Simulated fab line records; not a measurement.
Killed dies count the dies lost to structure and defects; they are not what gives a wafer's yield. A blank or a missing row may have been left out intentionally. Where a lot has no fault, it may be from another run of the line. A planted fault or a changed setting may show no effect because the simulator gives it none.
Matching of chambers || flow n5 finfet || 4 sister chambers for N5_BEOL_M4_STRIP_19 on rie diel-06
The step strips in O2. 4 wafers are shown with their chamber, then 12 later ones without.

WAFERS WITH THEIR CHAMBER
{"wafer": "L091.3", "chamber": 1, "showerhead plenum p Torr (Torr)": 1.97}
{"wafer": "L090.1", "chamber": 3, "showerhead plenum p Torr (Torr)": 2.16}
{"wafer": "L090.2", "chamber": 0, "showerhead plenum p Torr (Torr)": 2.08}
{"wafer": "L090.3", "chamber": 2, "showerhead plenum p Torr (Torr)": 2.21}

WAFERS WITHOUT THEIR CHAMBER
{"wafer": "L093.1", "showerhead plenum p Torr (Torr)": 1.97}
{"wafer": "L093.4", "showerhead plenum p Torr (Torr)": 2.08}
{"wafer": "L093.6", "showerhead plenum p Torr (Torr)": 2.21}
{"wafer": "L092.1", "showerhead plenum p Torr (Torr)": 2.16}
{"wafer": "L092.4", "showerhead plenum p Torr (Torr)": 1.97}
{"wafer": "L092.5", "showerhead plenum p Torr (Torr)": 1.96}
{"wafer": "L094.2", "showerhead plenum p Torr (Torr)": 2.08}
{"wafer": "L094.3", "showerhead plenum p Torr (Torr)": 2.15}
{"wafer": "L094.6", "showerhead plenum p Torr (Torr)": 2.20}
{"wafer": "L096.3", "showerhead plenum p Torr (Torr)": 2.15}
{"wafer": "L096.4", "showerhead plenum p Torr (Torr)": 2.20}
{"wafer": "L096.6", "showerhead plenum p Torr (Torr)": 2.22}

EACH ONE'S CHAMBER
{"wafer": "L093.1", "from the rows above": 1, "in truth": 1}
{"wafer": "L093.4", "from the rows above": 0, "in truth": 0}
{"wafer": "L093.6", "from the rows above": 2, "in truth": 2}
{"wafer": "L092.1", "from the rows above": 3, "in truth": 3}
{"wafer": "L092.4", "from the rows above": 1, "in truth": 1}
{"wafer": "L092.5", "from the rows above": 1, "in truth": 1}
{"wafer": "L094.2", "from the rows above": 0, "in truth": 0}
{"wafer": "L094.3", "from the rows above": 3, "in truth": 3}
{"wafer": "L094.6", "from the rows above": 2, "in truth": 2}
{"wafer": "L096.3", "from the rows above": 3, "in truth": 3}
{"wafer": "L096.4", "from the rows above": 2, "in truth": 2}
{"wafer": "L096.6", "from the rows above": 2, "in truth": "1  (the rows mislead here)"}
Placed correctly: 11 of 12. From these rows, 0 cannot be placed. Placed wrongly: 1.
How it was worked out, from the rows above alone: a wafer's distance from a chamber is the root of the sum, over the readings, of the square of ((its reading less the chamber's mean) divided by the reading's scatter). If the next closest chamber is less than 2 further off than the closest, the wafer can't be placed; otherwise it belongs to the closest. Each chamber's mean is taken over the wafers shown for it. The scatter (one wafer shown for each chamber): square how far every hidden wafer sits from the nearest shown wafer, average those squares and take the square root.
